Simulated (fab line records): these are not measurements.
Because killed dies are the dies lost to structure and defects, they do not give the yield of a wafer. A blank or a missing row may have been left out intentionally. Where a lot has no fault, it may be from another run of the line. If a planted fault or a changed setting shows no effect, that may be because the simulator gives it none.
fab line records + flow nandHarc
[record]
- lots = 6
- wafers = 18
- lastDay = 32
route steps=1302 shown A_CHANNEL_HOLE_D2@608 A_CHANNEL_FILL_D2@610 END@1302
lots that met no fault: taken from a fault-free run of the same line
startH: start of the lot's first displayed wafer, in hours after the record's first day + waitH: time in hours since the lot's previous step + " unchanged from the row above + L1.1+2: a row that stands for several wafers + - value missing, or start not given + * or withheld: withheld + < > ~ a bound
route shown NAME@n: NAME is a module with steps in the file, n the number in the route of the first one + usual: mean and standard deviation over wafers with no fault + same: alike in all rows + chamber/n: place in a boat + sites: each site's reading + _std_site: the standard deviation of these + _edge_site: mean of outer sites minus mean of inner sites + radiusMm: for every site, how far away it sits from the centre of the wafer + mask NAME#n: copy n + behind: the tool/chamber that last shaped the wafer + hold: cause of the lot's hold/its duration in hours/its outcome + device: transistor that didn't switch, given as n, p or np + end of line: the same wafers' tests at the end of the route + a step without rows: its recipe alone + killed: the dies lost at the first sort to structure and to defects; this is not the yield of the wafer + map: the dies of a wafer, with x for killed, . for not killed, _ for no die there
set.NAME: the run value of the setting; set.NAME@STEP: its run value at that earlier step + model.NAME: the simulator's own value behind a step, which no gauge read
lots at some steps of the route; a table a step, a row a wafer
services: when a tool's chamber went out of use (startH, in hours from the record's first day, below 0 if earlier), for how many hours, and the reason
[[steps]]
[step NHARC_A_CHANNEL_HOLE_D2_XSEM_32]
[recipe]
- landingEnergyEv = 35000
[usual]
- botCdNm = 74.1/1.7
- bowNm = 8.70/0.27
- tiltDeg = 0.07/0.041
| lot.wafer | tool    | chamber | startH | waitH | botCdNm | bowNm | tiltDeg |
|-----------|---------|---------|--------|-------|---------|-------|---------|
| L643.4    | xsem-02 | 0       | 345.21 | 0.1   | 74.9    | 8.88  | 0.13    |
| L643.5    | "       | 0       | "      | "     | 73.6    | 8.99  | 0.13    |
| L643.6    | "       | 0       | "      | "     | 74.6    | 8.97  | 0.14    |
| L649.2    | xsem-01 | 0       | 408.75 | 0.1   | 71.7    | 8.58  | 0.11    |
| L649.5    | "       | 0       | "      | "     | 73.8    | 8.62  | 0.11    |
| L649.6    | "       | 0       | "      | "     | 74.2    | 8.61  | 0.11    |
| L648.1    | xsem-01 | 0       | 412.91 | 0.1   | 74.3    | 8.44  | 0.12    |
| L648.4    | "       | 0       | "      | "     | 74.6    | 8.45  | 0.12    |
| L648.5    | "       | 0       | "      | "     | 73.6    | 8.51  | 0.12    |
| L653.1    | xsem-01 | 0       | 465.81 | 0.1   | 73.0    | 8.36  | 0.04    |
| L653.3    | "       | 0       | "      | "     | 71.2    | 8.35  | 0.04    |
| L653.5    | "       | 0       | "      | "     | 74.0    | 8.42  | 0.04    |
| L656.1    | xsem-02 | 0       | 487.88 | 0.1   | 75.5    | 8.23  | 0.06    |
| L656.2    | "       | 0       | "      | "     | 74.4    | 8.16  | 0.06    |
| L656.6    | "       | 0       | "      | "     | 76.5    | 8.13  | 0.06    |
| L659.1    | xsem-01 | 0       | 504.07 | 0.1   | 71.1    | 8.32  | 0.06    |
| L659.3    | "       | 0       | "      | "     | 72.9    | 8.30  | 0.06    |
| L659.4    | "       | 0       | "      | "     | 73.8    | 8.27  | 0.06    |
[step NHARC_A_CHANNEL_HOLE_D2_INSPECT_40]
[usual]
- rawDefectCount = 274/64
| lot.wafer | tool             | chamber | startH | waitH | rawDefectCount |
|-----------|------------------|---------|--------|-------|----------------|
| L643.4    | defectInspect-01 | -       | 345.30 | -     | 231            |
| L643.5    | "                | -       | "      | "     | 168            |
| L643.6    | "                | -       | "      | "     | 257            |
| L649.2    | defectInspect-01 | -       | 408.86 | -     | 306            |
| L649.5    | "                | -       | "      | "     | 314            |
| L649.6    | "                | -       | "      | "     | 315            |
| L648.1    | defectInspect-02 | -       | 413.01 | -     | 279            |
| L648.4    | "                | -       | "      | "     | 404            |
| L648.5    | "                | -       | "      | "     | 480            |
| L653.1    | defectInspect-01 | -       | 465.91 | -     | 174            |
| L653.3    | "                | -       | "      | "     | 245            |
| L653.5    | "                | -       | "      | "     | 237            |
| L656.1    | defectInspect-02 | -       | 487.98 | -     | 320            |
| L656.2    | "                | -       | "      | "     | 226            |
| L656.6    | "                | -       | "      | "     | 315            |
| L659.1    | defectInspect-01 | -       | 504.17 | -     | 259            |
| L659.3    | "                | -       | "      | "     | 299            |
| L659.4    | "                | -       | "      | "     | 212            |
[step NHARC_A_CHANNEL_FILL_D2_PRECLEAN_00]
[recipe]
- timeS = *
- tempC = 50
- bathAgeMin = 0
- chemistry = SC1
[step NHARC_A_CHANNEL_FILL_D2_SRD_01]
[step NHARC_A_CHANNEL_FILL_D2_ALD_02]
[recipe]
- targetThkA = 60
- pulseTimeS = 10
- aldCycles = 60
- tempC = 300
- material = SiO2
[step NHARC_A_CHANNEL_FILL_D2_ALD_03]
[recipe]
- targetThkA = 60
- pulseTimeS = 60
- aldCycles = 58
- tempC = 630
- pressureTorr = 2
- material = SiNx
[step NHARC_A_CHANNEL_FILL_D2_ALD_14]
[recipe]
- targetThkA = 25
- pulseTimeS = 10
- aldCycles = 25
- tempC = 300
- material = SiO2
[usual]
- heaterPowerW = 451/46
- precursorPulseHeightRel = 1.003/0.02
| lot.wafer | tool     | chamber | startH | waitH | heaterPowerW | precursorPulseHeightRel | sinceWetCleanH |
|-----------|----------|---------|--------|-------|--------------|-------------------------|----------------|
| L643.4    | aldHk-04 | 0       | 350.83 | 0.3   | 378          | 0.978                   | 87             |
| L643.6    | "        | 2       | "      | "     | 482          | 0.986                   | -              |
| L643.5    | "        | 3       | "      | "     | 408          | 0.979                   | -              |
| L649.2    | aldHk-01 | 3       | 416.11 | 0.2   | 424          | 0.970                   | 109            |
| L649.5    | "        | 0       | "      | "     | 439          | 1.038                   | -              |
| L649.6    | "        | 1       | "      | "     | 547          | 1.010                   | -              |
| L648.4    | aldHk-04 | 2       | 420.25 | 0.0   | 502          | 1.010                   | 156            |
| L648.1    | "        | 0       | "      | "     | 393          | 0.998                   | 156            |
| L648.5    | "        | 3       | "      | "     | 409          | 0.992                   | -              |
| L653.3    | aldHk-04 | 0       | 473.11 | 0.0   | 400          | 0.980                   | 30             |
| L653.1    | "        | 1       | "      | "     | 511          | 1.030                   | 30             |
| L653.5    | "        | 0       | "      | "     | 384          | 0.991                   | -              |
| L656.1    | aldHk-04 | 3       | 495.16 | 0.1   | 432          | 1.018                   | 52             |
| L656.2    | "        | 2       | "      | "     | 464          | 1.000                   | 53             |
| L656.6    | "        | 3       | "      | "     | 420          | 1.034                   | -              |
| L659.4    | aldHk-04 | 2       | 512.01 | 0.0   | 463          | 1.018                   | 69             |
| L659.1    | "        | 0       | "      | "     | 379          | 0.986                   | 69             |
| L659.3    | "        | 1       | "      | "     | 487          | 1.014                   | 69             |
[step NHARC_A_CHANNEL_FILL_D2_ALD_15]
[recipe]
- targetThkA = 20
- pulseTimeS = 60
- aldCycles = 19
- tempC = 630
- pressureTorr = 2
- material = SiNx
[usual]
- precursorPulseHeightRel = 1.002/0.019
| lot.wafer | tool           | chamber | startH | waitH | precursorPulseHeightRel |
|-----------|----------------|---------|--------|-------|-------------------------|
| L643.4    | aldSinBatch-02 | 0       | -      | -     | 0.998                   |
| L643.5    | "              | 0       | "      | "     | 0.982                   |
| L643.6    | "              | 0       | "      | "     | 0.993                   |
| L649.2    | aldSinBatch-02 | 0       | -      | -     | 0.992                   |
| L649.5    | "              | 0       | "      | "     | 1.012                   |
| L649.6    | "              | 0       | "      | "     | 1.022                   |
| L648.1    | aldSinBatch-03 | 0       | -      | -     | 1.001                   |
| L648.4    | "              | 0       | "      | "     | 1.017                   |
| L648.5    | "              | 0       | "      | "     | 1.002                   |
| L653.1    | aldSinBatch-01 | 0       | -      | -     | 1.009                   |
| L653.3    | "              | 0       | "      | "     | 1.005                   |
| L653.5    | "              | 0       | "      | "     | 0.997                   |
| L656.1    | aldSinBatch-02 | 0       | -      | -     | 1.014                   |
| L656.2    | "              | 0       | "      | "     | 1.017                   |
| L656.6    | "              | 0       | "      | "     | 0.987                   |
| L659.1    | aldSinBatch-02 | 0       | -      | -     | 0.986                   |
| L659.3    | "              | 0       | "      | "     | 0.995                   |
| L659.4    | "              | 0       | "      | "     | 1.002                   |
[step NHARC_A_CHANNEL_FILL_D2_ALD_16]
[recipe]
- targetThkA = 15
- pulseTimeS = 10
- aldCycles = 15
- tempC = 300
- material = SiO2
[usual]
- heaterPowerW = 450/46
- precursorPulseHeightRel = 0.995/0.021
| lot.wafer | tool     | chamber | startH | waitH | heaterPowerW | precursorPulseHeightRel | sinceWetCleanH |
|-----------|----------|---------|--------|-------|--------------|-------------------------|----------------|
| L643.4    | aldHk-01 | 2       | 355.82 | 0.1   | 453          | 0.990                   | 49             |
| L643.6    | "        | 0       | "      | "     | 444          | 1.006                   | -              |
| L643.5    | "        | 1       | "      | "     | 547          | 1.016                   | -              |
| L649.2    | aldHk-02 | 3       | 422.28 | 0.1   | 386          | 1.009                   | 63             |
| L649.5    | "        | 1       | "      | "     | 450          | 0.981                   | -              |
| L649.6    | "        | 2       | "      | "     | 472          | 0.982                   | -              |
| L648.1    | aldHk-04 | 3       | 425.45 | 0.1   | 400          | 0.977                   | 161            |
| L648.4    | "        | 1       | "      | "     | 507          | 0.970                   | 162            |
| L648.5    | "        | 3       | "      | "     | 399          | 1.032                   | -              |
| L653.1    | aldHk-02 | 2       | 478.31 | 0.1   | 493          | 0.997                   | 119            |
| L653.3    | "        | 3       | "      | "     | 394          | 0.980                   | 119            |
| L653.5    | "        | 2       | "      | "     | 490          | 0.996                   | -              |
| L656.1    | aldHk-04 | 1       | 500.42 | 0.1   | 516          | 0.978                   | 58             |
| L656.2    | "        | 2       | "      | "     | 462          | 1.008                   | 58             |
| L656.6    | "        | 3       | "      | "     | 424          | 0.970                   | -              |
| L659.4    | aldHk-04 | 3       | 517.17 | 0.0   | 434          | 1.004                   | 74             |
| L659.1    | "        | 1       | "      | "     | 507          | 1.026                   | 74             |
| L659.3    | "        | 2       | "      | "     | 472          | 0.966                   | 74             |
[step NHARC_A_CHANNEL_FILL_D2_ANNEAL_17]
[recipe]
- tempC = 850
- timeS = 1800
[step NHARC_A_CHANNEL_FILL_D2_CVD_18]
[recipe]
- targetThkA = 30
- tempC = 550
- material = poly-Si
[step NHARC_A_CHANNEL_FILL_D2_ETCHBACK_19]
[recipe]
- targetDepthA = 50
- timeS = 1.7
- hbrFlowSccm = 150
- cl2FlowSccm = 50
- rfW = 400
- icpW = 400
- biasW = 100
- chemistry = HBr/Cl2
[usual]
- drypumpMotorCurrentA = 5.8/0.52
- oesProductAu = 1.003/0.0092
- rfFwdPowerW = 390.3/1.4
- throttleValvePct = 26.406/0.0099
| lot.wafer | tool     | chamber | startH | waitH | drypumpMotorCurrentA | oesProductAu | rfFwdPowerW | rfHoursCounterH | throttleValvePct |
|-----------|----------|---------|--------|-------|----------------------|--------------|-------------|-----------------|------------------|
| L643.4    | rieSi-03 | 0       | 367.23 | 0.4   | 5.6                  | 1.003        | 391.1       | 0.85            | 26.405           |
| L643.5    | "        | 0       | "      | "     | 5.6                  | 0.995        | 390.6       | -               | 26.420           |
| L643.6    | "        | 1       | "      | "     | 5.8                  | 1.008        | 391.2       | -               | 26.420           |
| L649.2    | rieSi-02 | 2       | 434.69 | 0.4   | 6.3                  | 0.995        | 390.1       | 1.14            | 26.416           |
| L649.6    | "        | 0       | "      | "     | 5.7                  | 1.023        | 390.2       | -               | 26.402           |
| L649.5    | "        | 1       | "      | "     | 4.7                  | 0.995        | 390.9       | -               | 26.403           |
| L648.4    | rieSi-01 | 0       | 434.70 | 0.4   | 5.3                  | 0.996        | 390.4       | 0.30            | 26.406           |
| L648.1    | "        | 1       | "      | "     | 6.2                  | 0.996        | 392.2       | 0.30            | 26.416           |
| L648.5    | "        | 2       | "      | "     | 5.3                  | 1.010        | 389.4       | -               | 26.403           |
| L653.1    | rieSi-02 | 1       | 489.80 | 0.4   | 4.7                  | 1.014        | 388.5       | 0.08            | 26.400           |
| L653.3    | "        | 2       | "      | "     | 6.3                  | 1.008        | 390.2       | 0.07            | 26.425           |
| L653.5    | "        | 0       | "      | "     | 5.7                  | 1.010        | 390.0       | -               | 26.396           |
| L656.2    | rieSi-03 | 0       | 509.33 | 0.4   | 5.7                  | 1.004        | 390.2       | 0.65            | 26.385           |
| L656.1    | "        | 1       | "      | "     | 5.8                  | 1.018        | 390.1       | 0.38            | 26.391           |
| L656.6    | "        | 1       | "      | "     | 5.8                  | 1.016        | 391.2       | -               | 26.411           |
| L659.1    | rieSi-03 | 0       | 528.63 | 0.4   | 5.7                  | 0.992        | 388.1       | 0.76            | 26.431           |
| L659.4    | "        | 0       | "      | "     | 5.7                  | 0.994        | 388.2       | -               | 26.414           |
| L659.3    | "        | 3       | "      | "     | 6.2                  | 1.011        | 388.5       | -               | 26.405           |
[step NHARC_A_CHANNEL_FILL_D2_ETCHBACK_20]
[recipe]
- targetDepthA = 270
- timeS = 13.5
- c4f8FlowSccm = withheld
- o2FlowSccm = 8
- arFlowSccm = withheld
- rfW = 600
- biasW = 1500
- chemistry = C4F8/O2/Ar
[usual]
- oesProductAu = 0.994/0.02
- rfFwdPowerW = 587/3.1
- rfVppV = 978/7.1
| lot.wafer | tool       | chamber | startH | waitH | oesProductAu | rfFwdPowerW | rfHoursCounterH | rfVppV |
|-----------|------------|---------|--------|-------|--------------|-------------|-----------------|--------|
| L643.4    | rieDiel-09 | 3       | 367.36 | -     | 1.007        | 589         | 1               | 989    |
| L643.5    | "          | 3       | "      | "     | 1.008        | 588         | -               | 989    |
| L643.6    | "          | 0       | "      | "     | 0.999        | 585         | -               | 971    |
| L649.2    | rieDiel-10 | 0       | 434.82 | -     | 0.916        | 489         | 0               | 988    |
| L649.6    | "          | 2       | "      | "     | 0.903        | 490         | -               | 973    |
| L649.5    | "          | 3       | "      | "     | 0.909        | 499         | -               | 969    |
| L648.1    | rieDiel-10 | 1       | 434.85 | -     | 0.902        | 492         | 0               | 975    |
| L648.4    | "          | 2       | "      | "     | 0.891        | 491         | 0               | 973    |
| L648.5    | "          | 2       | "      | "     | 0.891        | 488         | -               | 974    |
| L653.1    | rieDiel-09 | 1       | 489.91 | -     | 1.015        | 585         | 4               | 971    |
| L653.3    | "          | 3       | "      | "     | 0.988        | 587         | 4               | 987    |
| L653.5    | "          | 0       | "      | "     | 0.985        | 586         | -               | 970    |
| L656.2    | rieDiel-10 | 0       | 509.45 | -     | 1.010        | 584         | 3               | 988    |
| L656.1    | "          | 3       | "      | "     | 1.012        | 590         | 3               | 969    |
| L656.6    | "          | 0       | "      | "     | 1.014        | 586         | -               | 987    |
| L659.3    | rieDiel-10 | 1       | 528.84 | -     | 0.991        | 585         | 4               | 976    |
| L659.1    | "          | 3       | "      | "     | 0.992        | 593         | 4               | 969    |
| L659.4    | "          | 3       | "      | "     | 0.999        | 591         | -               | 969    |
[step NHARC_A_CHANNEL_FILL_D2_STRIP_28]
[recipe]
- timeS = 20
- o2FlowSccm = 500
- arFlowSccm = 0
- biasW = 0
- chemistry = O2
[step NHARC_END_SORT_01]
[recipe]
- tempC = 25
[usual]
- killedAtArray = 52/18
- killedAtOther = 0.6/1.1
- killedAtPeriphery = 3.7/2.4
- killedDies = 57/19
- killedOpen = 3.1/1.7
- killedShort = 2.5/1.7
[same]
- grossDies = 677
| lot.wafer | tool      | chamber | startH | waitH | killedAtArray | killedAtOther | killedAtPeriphery | killedDies | killedOpen | killedShort |
|-----------|-----------|---------|--------|-------|---------------|---------------|-------------------|------------|------------|-------------|
| L659.1    | prober-02 | 0       | 772.20 | 2.5   | 70            | 0             | 9                 | 79         | 2          | 2           |
| L659.3    | prober-02 | 0       | 773.79 | 3.1   | 63            | 1             | 5                 | 69         | 0          | 3           |
| L659.4    | prober-02 | 0       | 774.58 | 3.4   | 69            | 0             | 8                 | 77         | 2          | 3           |
// killed by level:class
L659.1 A_SLIT:chamberFilmFlake=38 A_CHANNEL_HOLE_D1:chamberFilmFlake=14 A_CONTACT:chamberFilmFlake=9 P_ZERO_WELL:chamberFilmFlake=5 P_GATE:chamberFilmFlake=2 A_STAIRCASE:chamberFilmFlake=2 A_WL_FILL:chamberFilmFlake=2 P_GATE:geometricParticle:short=1
L659.3 A_SLIT:chamberFilmFlake=35 A_CHANNEL_HOLE_D1:chamberFilmFlake=14 A_STAIRCASE:chamberFilmFlake=5 A_CONTACT:chamberFilmFlake=4 P_GATE:chamberFilmFlake=3 A_SOURCE_PLATE:geometricParticle:short=1 A_CHANNEL_FILL_D1:geometricParticle:short=1 A_CHANNEL_FILL_D2:geometricParticle:short=1
L659.4 A_SLIT:chamberFilmFlake=31 A_CHANNEL_HOLE_D1:chamberFilmFlake=16 A_CONTACT:chamberFilmFlake=6 A_STAIRCASE:chamberFilmFlake=5 P_GATE:chamberFilmFlake=4 P_ZERO_WELL:chamberFilmFlake=3 A_WL_FILL:chamberFilmFlake=3 A_CHANNEL_FILL_D1:chamberFilmFlake=2
[[services]]
| tool           | chamber | startH | hours | kind   |
|----------------|---------|--------|-------|--------|
| aldSinBatch-01 | -       | 332.32 | 1.2   | repair |
| rieSi-03       | 3       | 347.21 | 9.3   | repair |
| rieSi-03       | 2       | 348.47 | 14.3  | repair |
| aldHk-02       | -       | 349.32 | 10.0  | pm     |
| rieDiel-10     | 2       | 351.92 | 5.6   | repair |
| rieDiel-09     | 1       | 369.69 | 13.7  | repair |
| rieSi-01       | -       | 370.00 | 9.0   | pm     |
| xsem-01        | -       | 374.00 | 14.0  | pm     |
| rieSi-03       | -       | 398.01 | 9.0   | pm     |
| aldSinBatch-03 | -       | 408.98 | 13.6  | repair |
| rieDiel-10     | 1       | 410.69 | 2.6   | repair |
| rieDiel-10     | -       | 419.50 | 9.0   | pm     |
| rieDiel-10     | 2       | 435.30 | 12.2  | repair |
| rieSi-03       | 1       | 449.22 | 10.2  | repair |
| rieSi-02       | -       | 454.00 | 9.0   | pm     |
| rieDiel-10     | 1       | 469.00 | 2.4   | repair |
| aldHk-01       | -       | 474.88 | 10.0  | pm     |
| rieDiel-10     | 2       | 480.33 | 6.2   | repair |
| rieDiel-09     | 2       | 488.94 | 7.0   | repair |
| rieSi-02       | 2       | 493.48 | 14.9  | repair |
| rieDiel-09     | -       | 497.10 | 9.0   | pm     |
| rieSi-03       | 2       | 515.27 | 18.3  | repair |
| rieDiel-10     | 2       | 519.01 | 21.2  | repair |
| rieSi-03       | 1       | 524.41 | 27.1  | repair |
[[key]]
[firstSign]
- step = NHARC_A_CHANNEL_FILL_D2_ETCHBACK_20
- reading = rfFwdPowerW
- direction = down
- sigmas = 30
- usual = *
- struck = *
[effect]
- step = NHARC_A_CHANNEL_FILL_D2_ETCHBACK_20
- reading = oesProductAu
- direction = down
- sigmas = 4.7
- usual = 0.994
- struck = 0.902
metAt NHARC_A_CHANNEL_FILL_D2_ETCHBACK_20
struckWafers L648.1,L648.4,L648.5,L649.2,L649.5,L649.6
testerLeftOut L648,L649
[fault]
- kind = processParameterDrift
- tool = rieDiel-10
- chamber = -
- onsetH = 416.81
- steps = NHARC_A_CHANNEL_FILL_D2_ETCHBACK_20
- channel = rfW
- offset = *
- shape = step
- endH = 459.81
- actsIn = *
- stated = *
// testerLeftOut: of these lots the tester's yield and bins aren't shown, on N5 and GAA mostly nor the transistor test; their killed dies are dies lost to structure and defects alone, not to doping, threshold or leakage, so they don't give the yield
